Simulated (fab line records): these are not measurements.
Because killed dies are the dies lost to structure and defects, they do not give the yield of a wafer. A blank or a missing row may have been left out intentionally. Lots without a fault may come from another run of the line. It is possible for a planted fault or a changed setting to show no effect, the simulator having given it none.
What tool caused it? | flow n5_finfet | 8 lots with 23 wafers sampled at 3 steps, on a route of 1938 steps

## WHAT THE GAUGES READ, wafer by wafer
N5_BEOL_M8_CD_MEAS_11: the cd target is 38.5 nm.
lot  | measured     | on        | cd_nm (nm)
L243 | day 10 22:53 | cd_sem-02 | 38.2 37.9 38.5
L245 | day 11 16:10 | cd_sem-02 | 38.3 38.4 38.9
L248 | day 12 21:52 | cd_sem-03 | 38.7 38.6 38.1
L255 | day 13 22:38 | cd_sem-02 | 38.1 38.7 32.9
L256 | day 14 07:41 | cd_sem-03 | 38.7 32.9 38.6
L259 | day 15 00:38 | cd_sem-01 | 37.9 38.3 38.0
L258 | day 15 01:11 | cd_sem-02 | 37.9 32.8
L260 | day 15 11:47 | cd_sem-03 | 38.2 38.4 38.2

## WHAT TOOL EACH LOT RAN ON (gives the tool, then ch and the chambers of the sampled wafers, and finally the start)
lot  | N5_BEOL_M7_ALD_77                   | N5_BEOL_M8_PEB_09
L243 | ald_metal-03 ch 0,2,3, day 10 18:44 | litho_track-02 ch 0, day 10 22:49
L245 | ald_metal-01 ch 0,2,3, day 11 12:50 | litho_track-01 ch 0, day 11 16:06
L248 | ald_metal-03 ch 1,2, day 12 16:02   | litho_track-02 ch 0, day 12 21:48
L255 | ald_metal-01 ch 1,2,3, day 13 19:10 | litho_track-02 ch 0, day 13 22:34
L256 | ald_metal-03 ch 0,3, day 14 03:19   | litho_track-02 ch 0, day 14 07:38
L259 | ald_metal-04 ch 0,1, day 14 19:54   | litho_track-01 ch 0, day 15 00:34
L258 | ald_metal-01 ch 1,3, day 14 20:06   | litho_track-02 ch 0, day 15 01:07
L260 | ald_metal-01 ch 0,2,3, day 15 07:05 | litho_track-01 ch 0, day 15 11:43
- N5_BEOL_M7_ALD_77: deposits TaN, target thk 2 nm, pulse time 2 s, purge time 3 s.
- N5_BEOL_M8_PEB_09: peb time 60 s.

## THE ANSWER, worked out from the rows above alone
Rule: the lots themselves supply what counts as usual. The widest of any qualifying gaps counts: lots, ordered by their means at a reading, are off when they make up no more than a third of the lots, leave a main group of 4 or more, and stand apart from it by 3 or more times the standard deviation of that group's means. A main group is skipped when, at the precision printed for the reading in the tables above, its means are all equal. A lot without any number at a reading at which 4 lots or more have one is off too. Any other lot the step has rows for is counted as sound.
None of the lots is off at any reading shown; this tells nothing.

## WHAT THE SIMULATOR PUT IN
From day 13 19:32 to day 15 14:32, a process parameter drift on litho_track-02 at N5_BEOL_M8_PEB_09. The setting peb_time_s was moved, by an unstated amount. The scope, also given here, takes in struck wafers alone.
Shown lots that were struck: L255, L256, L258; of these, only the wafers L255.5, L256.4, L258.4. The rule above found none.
